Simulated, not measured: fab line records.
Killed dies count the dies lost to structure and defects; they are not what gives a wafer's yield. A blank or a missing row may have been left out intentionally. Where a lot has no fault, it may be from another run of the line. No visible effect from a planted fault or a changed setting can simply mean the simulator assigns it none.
Which tool is to blame? + flow nandHarc + Sampling: 11 lots, 33 wafers, 2 of 1302 route steps

== WHAT THE GAUGES READ, wafer by wafer ==
NHARC_P_STI_CD_MEAS_09: target cd 200 nm.
| lot  | measured     | on       | cdNm (nm)         |
|------|--------------|----------|-------------------|
| L108 | day 2 20:05  | cdSem-03 | 198.2 199.0 199.9 |
| L110 | day 3 15:05  | cdSem-03 | 198.4 198.5 198.1 |
| L111 | day 4 03:29  | cdSem-01 | 199.0 199.8 197.4 |
| L112 | day 4 14:03  | cdSem-02 | 199.3 201.5 199.9 |
| L113 | day 4 21:54  | cdSem-02 | 199.6 198.7 196.9 |
| L116 | day 6 02:05  | cdSem-02 | 198.7 199.2 198.2 |
| L117 | day 6 12:26  | cdSem-03 | 202.3 201.9 201.0 |
| L118 | day 6 22:25  | cdSem-01 | 199.2 198.2 200.1 |
| L122 | day 8 14:10  | cdSem-01 | 204.9 204.6 208.1 |
| L130 | day 12 00:57 | cdSem-02 | 200.9 203.4 200.4 |
| L131 | day 12 12:31 | cdSem-03 | 198.6 198.0 199.6 |

== TOOL THAT RAN EACH LOT (tool first, then ch and the chambers of the sampled wafers, then the start) ==
| lot  | NHARC_P_STI_EXPOSE_06            |
|------|----------------------------------|
| L108 | krfScanner-02 ch 0, day 2 19:56  |
| L110 | krfScanner-02 ch 0, day 3 14:56  |
| L111 | krfScanner-02 ch 0, day 4 03:21  |
| L112 | krfScanner-03 ch 0, day 4 13:54  |
| L113 | krfScanner-02 ch 0, day 4 21:45  |
| L116 | krfScanner-02 ch 0, day 6 01:56  |
| L117 | krfScanner-03 ch 0, day 6 12:17  |
| L118 | krfScanner-04 ch 0, day 6 22:16  |
| L122 | krfScanner-02 ch 0, day 8 14:01  |
| L130 | krfScanner-04 ch 0, day 12 00:48 |
| L131 | krfScanner-04 ch 0, day 12 12:22 |
- NHARC_P_STI_EXPOSE_06: exposes mask P STI, target cd 200 nm.

== THE ANSWER, worked out from the rows above alone ==
Rule: what is usual is taken from the lots themselves. Put in order of their means at a reading, lots are off if they are a third of the lots or fewer, leave a main group of 4 or more, and stand apart from it by a gap of 3 or more times the standard deviation of the main group's means; of several such gaps the widest counts. If all means in a main group match to the digits the tables above print for the reading, that group is not used. A lot without any number at a reading at which 4 lots or more have one is off too. The other lots that the step has rows for count as sound.
Off: L122 (NHARC_P_STI_CD_MEAS_09, cdNm). Mean 199.5 nm and standard deviation 1.2 in the main group.
If a tool, at a process step before that reading, ran all the lots that are off and no sound lot after the first of them, it fits. Gauges at NHARC_P_STI_CD_MEAS_09: tried the same way as those tools. This does not decide it: 2 tools fit, namely krfScanner-02 at NHARC_P_STI_EXPOSE_06 and cdSem-01 at NHARC_P_STI_CD_MEAS_09.

== WHAT WAS PUT IN BY THE SIMULATOR ==
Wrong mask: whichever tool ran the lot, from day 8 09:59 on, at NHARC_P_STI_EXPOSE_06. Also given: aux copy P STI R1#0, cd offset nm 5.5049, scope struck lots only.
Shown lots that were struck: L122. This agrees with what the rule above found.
